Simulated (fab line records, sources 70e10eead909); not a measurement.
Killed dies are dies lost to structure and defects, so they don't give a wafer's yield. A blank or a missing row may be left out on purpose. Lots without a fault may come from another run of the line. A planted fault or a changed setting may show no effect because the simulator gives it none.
fab line records | flow nand_harc
record lots=14 wafers=42 last_day=33
route steps=1302 shown P_M2@331
lots that met no fault: from a run of the same line without faults
start_h: hours from the record's first day to the start of the lot's first wafer shown | wait_h: hours since the lot's step before | " the same as in the row above | L1.1+2: a row that stands for several wafers | - no value, or no start given | * or withheld: withheld | < > ~ a bound
route shown NAME@n: a module of which the file shows steps, and the number in the route of the first | usual: mean/standard deviation of fault-free wafers | same: alike in all rows | chamber/n: place in a boat | sites: the reading at each site | _std_site: their standard deviation | _edge_site: outer sites' mean less inner sites' | radius_mm: how far each site lies from the wafer's centre | mask NAME#n: copy n | behind: the tool/chamber that last shaped the wafer | hold: why the lot was held/for how many hours/how that ended | device: the transistor (n, p or np) that didn't switch | end of line: the same wafers' tests at the end of the route | a step without rows: its recipe alone | killed: dies lost to structure and defects at the first sort, not the wafer's yield | map: a wafer's dies, x killed, . not, _ none there
set.NAME: the setting as run; set.NAME@STEP: as run at that earlier step | model.NAME: the simulator's own value behind a step, which no gauge read
steps of the route over a sample of lots; a table a step, a row a wafer
services: from which hour (start_h, from the record's first day; less than 0 if before it) a tool's chamber was out of use, for how many hours, and why
## steps
# step NHARC_P_M2_DESCUM_14
# recipe time_s=3 o2_flow_sccm=200 ar_flow_sccm=0 bias_power_w=0 chemistry=O2
# usual chamber_pressure_mTorr=60.01/0.049 drypump_motor_current_A=5.5/0.55 mfc_ar_sccm=0.008/0.014 oes_product_au=1.005/0.0069 rf_vpp_V=57.7/0.92 showerhead_plenum_p_Torr=1.92/0.089 throttle_valve_pct=11.311/0.0099
# columns lot.wafer tool chamber start_h wait_h chamber_pressure_mTorr drypump_motor_current_A mfc_ar_sccm oes_product_au rf_hours_counter_h rf_vpp_V showerhead_plenum_p_Torr throttle_valve_pct
L606.2 rie_diel-03 1 135.35 0.1 59.95 6.1 0.006 1.007 0.1 58.1 1.90 11.309
L606.3 " 2 " " 60.00 5.0 0 1.009 0.1 58.8 1.92 11.322
L606.6 " 0 " " 59.94 6.5 0.042 1.007 - 57.8 2.00 11.302
L607.3 rie_diel-06 0 142.77 0.1 59.97 5.0 0 1.000 0.4 56.5 1.95 11.313
L607.2 " 2 " " 59.91 6.1 0 0.999 0.4 58.4 1.80 11.311
L607.5 " 2 " " 60.02 6.1 0 0.996 - 58.1 1.80 11.306
L608.2 rie_diel-06 3 146.66 0.1 60.03 5.8 0.033 1.003 0.8 57.8 1.83 11.298
L608.6 " 0 " " 60.00 5.0 0 1.011 - 56.7 1.95 11.306
L608.4 " 2 " " 60.04 6.1 0 1.002 - 57.2 1.80 11.322
L610.2 rie_diel-06 1 179.19 0.1 59.99 4.7 0 1.015 0.8 57.5 2.01 11.311
L610.5 " 1 " " 60.05 4.7 0 1.010 - 59.4 2.02 11.300
L610.6 " 2 " " 59.97 6.1 0 1.005 - 57.2 1.80 11.307
L613.3 rie_diel-05 2 200.83 0.1 60.03 5.7 0.009 1.004 8.0 57.9 2.07 11.317
L613.2 " 1 " " 59.97 6.0 0 0.995 6.5 59.8 1.91 11.298
L613.5 " 3 " " 59.99 5.5 0 1.002 - 59.3 2.04 11.292
L614.4 rie_diel-06 2 206.43 0.1 60.10 6.1 0 1.011 3.4 57.6 1.80 11.302
L614.2 " 0 " " 59.99 5.0 0 1.013 3.3 56.2 1.95 11.308
L614.6 " 1 " " 59.97 4.7 0 1.003 - 58.0 2.01 11.326
L615.2 rie_diel-03 0 225.32 0.1 60.00 6.5 0.042 0.998 6.9 57.5 2.00 11.310
L615.1 " 3 " " 59.97 5.6 0 0.997 5.5 58.0 1.89 11.308
L615.6 " 0 " " 59.88 6.5 0.042 1.001 - 59.1 2.00 11.319
L616.4 rie_diel-06 3 230.30 0.1 60.00 5.9 0.033 1.009 4.4 57.7 1.83 11.309
L616.5 " 3 " " 60.05 5.9 0.033 1.010 - 56.4 1.83 11.305
L616.6 " 0 " " 59.99 5.0 0 1.009 - 58.4 1.95 11.297
L620.4 rie_diel-06 2 275.62 0.1 59.96 6.1 0 1.000 6.1 56.6 1.80 11.320
L620.1 " 3 " " 60.05 5.9 0.033 1.012 6.0 57.7 1.83 11.322
L620.6 " 1 " " 60.00 4.7 0 1.004 - 57.8 2.01 11.312
L621.1 rie_diel-06 3 276.79 0.1 59.93 5.9 0.033 1.017 6.0 57.2 1.83 11.306
L621.2 " 2 " " 59.99 6.1 0 1.002 6.1 56.5 1.80 11.297
L621.5 " 3 " " 60.05 5.9 0.033 1.013 - 56.4 1.83 11.312
L622.3 rie_diel-05 1 292.92 0.1 60.03 6.0 0 1.004 3.6 57.7 1.91 11.308
L622.4 " 3 " " 60.04 5.5 0 0.991 - 57.7 2.04 11.305
L622.6 " 0 " " 60.01 5.5 0.008 1.003 - 58.2 2.01 11.312
L626.1 rie_diel-06 0 330.10 0.1 59.96 5.0 0 1.005 1.5 59.3 1.94 11.330
L626.2 " 2 " " 60.02 6.1 0 0.999 1.1 57.3 1.80 11.335
L626.6 " 0 " " 59.98 5.0 0 1.009 - 57.8 1.94 11.311
L627.4 rie_diel-06 0 344.04 0.1 60.04 5.0 0 1.011 2.6 58.9 1.94 11.313
L627.2 " 1 " " 60.03 4.7 0 1.014 2.3 57.0 2.01 11.321
L627.5 " 1 " " 59.94 4.7 0 1.006 - 58.2 2.01 11.314
L629.3 rie_diel-06 1 363.43 0.1 60.09 4.7 0 1.008 3.2 57.7 2.01 11.330
L629.1 " 2 " " 60.00 6.1 0 0.997 2.9 57.3 1.80 11.329
L629.6 " 1 " " 60.04 4.7 0 1.013 - 57.1 2.01 11.305
# step NHARC_P_M2_ETCH_28
# recipe target_depth_a=300 over_etch_frac=0.3 time_s=72.99 ion_energy_ev=150 cf4_flow_sccm=50 n2_flow_sccm=100 ar_flow_sccm=150 rf_w=300 bias_w=100 chemistry=CF4/N2
# usual chamber_pressure_mTorr=30.000/0.029 drypump_motor_current_A=5.7/0.52 mfc_ar_sccm=150.0/0.45 oes_product_au=1.003/0.0076 rf_vpp_V=314.9/1.9 showerhead_plenum_p_Torr=2.67/0.09 throttle_valve_pct=19.794/0.0084
# same over_etch_frac=0.3
# columns lot.wafer tool chamber start_h wait_h chamber_pressure_mTorr drypump_motor_current_A mfc_ar_sccm oes_product_au rf_hours_counter_h rf_vpp_V showerhead_plenum_p_Torr throttle_valve_pct
L606.3 rie_diel-05 3 - - 29.984 5.5 149.9 1.009 3.5 315.3 2.79 19.787
L606.2 " 1 " " 30.027 6.0 150.4 1.016 3.7 315.6 2.62 19.803
L606.6 " 3 " " 29.963 5.5 149.9 1.001 - 317.6 2.79 19.804
L607.2 rie_diel-05 0 - - 30.011 5.5 150.1 1.003 3.3 316.1 2.76 19.807
L607.3 " 1 " " 30.015 6.0 149.4 0.992 4.3 313.0 2.62 19.789
L607.5 " 2 " " 29.983 5.7 149.8 1.003 - 318.2 2.83 19.787
L608.4 rie_diel-03 2 - - 29.930 5.0 150.1 0.995 0.3 313.3 2.64 19.806
L608.2 " 3 " " 29.974 5.6 149.4 0.998 0.3 312.8 2.59 19.795
L608.6 " 1 " " 30.069 6.2 150.1 1.007 - 312.6 2.60 19.803
L610.2 rie_diel-03 0 - - 29.993 6.5 149.5 1.001 2.6 315.7 2.74 19.785
L610.5 " 1 " " 29.989 6.2 149.8 0.991 - 314.4 2.60 19.797
L610.6 " 2 " " 29.956 5.0 150.7 0.996 - 315.1 2.64 19.794
L613.2 rie_diel-06 0 - - 29.955 5.0 150.1 1.010 3.2 314.7 2.67 19.796
L613.3 " 1 " " 29.989 4.7 150.8 1.004 2.5 316.2 2.76 19.789
L613.5 " 0 " " 30.007 5.0 150.2 1.006 - 315.5 2.67 19.801
L614.4 rie_diel-03 2 - - 29.989 5.0 149.9 1.020 4.6 314.8 2.63 19.795
L614.2 " 3 " " 29.985 5.6 150.0 1.003 4.1 313.7 2.59 19.793
L614.6 " 1 " " 30.019 6.2 149.6 0.999 - 313.8 2.60 19.797
L615.2 rie_diel-06 0 - - 29.999 5.0 150.0 1.002 4.4 314.3 2.67 19.784
L615.1 " 2 " " 29.981 6.1 150.1 1.005 4.7 312.0 2.47 19.809
L615.6 " 0 " " 29.994 5.0 149.7 1.013 - 316.9 2.67 19.805
L616.4 rie_diel-03 3 - - 30.022 5.6 149.9 0.997 5.9 313.3 2.59 19.796
L616.6 " 2 " " 30.014 5.0 150.4 1.007 - 314.4 2.63 19.798
L616.5 " 3 " " 29.996 5.6 149.6 0.996 - 313.9 2.59 19.784
L620.1 rie_diel-05 1 - - 30.010 6.0 149.4 1.006 2.3 314.5 2.62 19.794
L620.4 " 2 " " 29.987 5.6 149.4 1.005 2.3 317.6 2.82 19.800
L620.6 " 1 " " 29.983 6.0 150.0 1.007 - 312.2 2.62 19.795
L621.1 rie_diel-05 3 - - 29.963 5.5 149.8 1.003 2.4 317.1 2.79 19.792
L621.2 " 0 " " 30.019 5.5 149.9 1.003 2.5 315.8 2.75 19.776
L621.5 " 1 " " 30.007 6.0 150.1 0.993 - 314.5 2.62 19.795
L622.4 rie_diel-06 0 - - 30.033 5.0 150.4 1.016 7.3 314.1 2.67 19.793
L622.3 " 1 " " 29.992 4.7 150.2 1.012 6.4 317.8 2.76 19.776
L622.6 " 2 " " 29.997 6.1 150.0 1.005 - 310.6 2.47 19.806
L626.1 rie_diel-05 2 - - 30.010 5.7 150.3 0.996 5.2 317.1 2.82 19.794
L626.2 " 0 " " 29.983 5.5 150.0 0.998 7.5 314.8 2.75 19.796
L626.6 " 1 " " 30.057 6.0 150.6 0.998 - 314.5 2.62 19.797
L627.2 rie_diel-05 2 - - 30.015 5.7 149.6 0.994 5.5 316.7 2.82 19.799
L627.5 " 3 " " 30.010 5.5 150.0 0.998 - 317.2 2.79 19.788
L627.4 " 1 " " 29.958 6.0 149.5 1.004 - 315.0 2.62 19.797
L629.3 rie_diel-03 1 - - 29.969 6.1 149.7 0.994 5.0 315.3 2.60 19.792
L629.1 " 0 " " 29.961 6.5 149.9 1.001 5.0 315.3 2.73 19.799
L629.6 " 2 " " 30.035 5.0 149.4 1.000 - 312.5 2.63 19.780
# step NHARC_P_M2_PRE_CLEAN_30
# recipe time_s=30 temp_c=280 gas=H2/He
# usual heater_power_w=398/40
# columns lot.wafer tool chamber start_h wait_h heater_power_w
L606.3 pvd_sputter-02 - - - 376
L606.2 " - " " 318
L606.6 " - " " 377
L607.3 pvd_sputter-02 - - - 409
L607.2 " - " " 368
L607.5 " - " " 366
L608.4 pvd_sputter-03 - - - 384
L608.2 " - " " 469
L608.6 " - " " 437
L610.2 pvd_sputter-02 - - - 392
L610.6 " - " " 377
L610.5 " - " " 324
L613.2 pvd_sputter-03 - - - 480
L613.3 " - " " 378
L613.5 " - " " 439
L614.4 pvd_sputter-01 - - - 439
L614.2 " - " " 354
L614.6 " - " " 431
L615.1 pvd_sputter-02 - - - 401
L615.2 " - " " 322
L615.6 " - " " 396
L616.4 pvd_sputter-03 - - - 482
L616.5 " - " " 471
L616.6 " - " " 390
L620.1 pvd_sputter-03 - - - 388
L620.4 " - " " 387
L620.6 " - " " 388
L621.2 pvd_sputter-02 - - - 416
L621.1 " - " " 324
L621.5 " - " " 414
L622.4 pvd_sputter-03 - - - 428
L622.3 " - " " 372
L622.6 " - " " 436
L626.2 pvd_sputter-02 - - - 313
L626.1 " - " " 367
L626.6 " - " " 320
L627.4 pvd_sputter-01 - - - 414
L627.2 " - " " 399
L627.5 " - " " 433
L629.1 pvd_sputter-03 - - - 395
L629.3 " - " " 455
L629.6 " - " " 449
# step NHARC_P_M2_PVD_21
# recipe target_thk_a=300 chamber_pressure_pa=5 power_w=5000 substrate_temp_c=30 time_s=20.49 material=Cu
# usual cathode_dc_power_W=5000.2/1 chamber_pressure_pa=5.002/0.01 throttle_valve_pct=30.0/1.2
# columns lot.wafer tool chamber start_h wait_h cathode_dc_power_W chamber_pressure_pa throttle_valve_pct
L606.3 pvd_sputter-02 - 136.62 - 5001.4 4.997 29.0
L606.2 " - " " 4999.2 5.010 32.3
L606.6 " - " " 5001.7 5.009 28.8
L607.2 pvd_sputter-02 - 144.05 - 4998.8 4.994 29.1
L607.3 " - " " 4999.6 5.019 29.3
L607.5 " - " " 5001.0 4.999 28.7
L608.2 pvd_sputter-03 - 147.94 - 4998.8 4.979 30.5
L608.4 " - " " 5000.7 5.001 29.7
L608.6 " - " " 4999.3 5.001 30.6
L610.2 pvd_sputter-02 - 180.45 - 5001.9 5.009 32.1
L610.6 " - " " 5001.3 5.002 29.0
L610.5 " - " " 5000.6 5.001 32.3
L613.3 pvd_sputter-03 - 202.10 - 4999.1 5.009 27.8
L613.2 " - " " 4999.0 5.004 29.7
L613.5 " - " " 5001.7 5.023 31.1
L614.4 pvd_sputter-01 - 207.69 - 4999.6 5.007 30.7
L614.2 " - " " 5002.4 5.000 30.5
L614.6 " - " " 4999.7 5.005 30.5
L615.1 pvd_sputter-02 - 226.58 - 4999.3 4.989 28.8
L615.2 " - " " 5001.3 5.005 32.1
L615.6 " - " " 5001.2 5.010 29.5
L616.4 pvd_sputter-03 - 231.54 - 5001.4 4.999 31.0
L616.6 " - " " 5001.3 5.006 31.1
L616.5 " - " " 4998.2 4.998 31.1
L620.1 pvd_sputter-03 - 276.86 - - - -
L620.4 " - " " - - -
L620.6 " - " " - - -
L621.2 pvd_sputter-02 - 278.11 - - - -
L621.1 " - " " - - -
L621.5 " - " " - - -
L622.4 pvd_sputter-03 - 294.20 - 5000.2 5.010 30.7
L622.3 " - " " 4999.2 5.012 27.9
L622.6 " - " " 4998.8 5.001 30.7
L626.2 pvd_sputter-02 - 331.35 - 5000.2 4.986 28.9
L626.1 " - " " 4999.7 4.996 28.8
L626.6 " - " " 5000.4 4.982 28.7
L627.4 pvd_sputter-01 - 345.35 - 5000.8 5.009 30.9
L627.2 " - " " 4999.8 4.993 29.7
L627.5 " - " " 5000.2 5.016 29.9
L629.3 pvd_sputter-03 - 364.68 - 5000.1 4.991 29.8
L629.1 " - " " 4999.2 4.999 30.5
L629.6 " - " " 4998.8 4.996 29.6
## services
# columns tool chamber start_h hours kind
rie_diel-03 - 114.41 9.0 pm
rie_diel-06 - 130.20 9.0 pm
rie_diel-03 0 135.67 5.0 repair
pvd_sputter-03 - 170.00 10.0 pm
pvd_sputter-03 - 193.04 1.6 repair
pvd_sputter-01 - 226.00 10.0 pm
rie_diel-05 - 229.60 9.0 pm
pvd_sputter-02 - 239.32 1.3 repair
rie_diel-05 2 248.70 1.9 repair
rie_diel-03 2 255.55 3.6 repair
rie_diel-06 2 264.59 4.0 repair
rie_diel-03 3 266.55 14.2 repair
pvd_sputter-01 - 267.30 2.8 repair
rie_diel-05 2 276.29 23.8 repair
pvd_sputter-02 - 282.09 10.0 pm
pvd_sputter-03 - 286.01 6.8 repair
rie_diel-03 - 291.41 9.0 pm
rie_diel-06 - 307.20 9.0 pm
rie_diel-05 2 311.35 4.4 repair
rie_diel-03 1 322.78 5.0 repair
rie_diel-05 0 333.72 21.2 repair
pvd_sputter-03 - 333.78 6.7 repair
rie_diel-06 - 335.88 1.2 repair
pvd_sputter-03 - 348.00 10.0 pm
## key
first_sign step=NHARC_P_M2_PVD_21 reading=tool_record direction=missing
effect none on later readings
met_at NHARC_P_M2_PVD_21
struck_lots L620,L621
later_rows_left_out L620.1,L620.4,L620.6,L621.1,L621.2,L621.5
sort_left_out L620.1,L620.4,L620.6,L621.1,L621.2,L621.5
not_acting_at NHARC_P_M2_DESCUM_14,NHARC_P_M2_ETCH_28,NHARC_P_M2_PRE_CLEAN_30
onset_between 231.54 276.86
fault kind=skipped_step_whole tool=pvd_sputter-02,pvd_sputter-03 chamber=- onset_h=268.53 steps=NHARC_P_M2_PVD_21 scope=struck_lots_only
# sort_left_out: the simulated sort isn't trusted on such a fault, so these wafers' sort isn't shown, and their yield isn't known
# later_rows_left_out: the simulator's readings of these wafers behind a module that went badly wrong aren't trusted and aren't shown, but for the sort
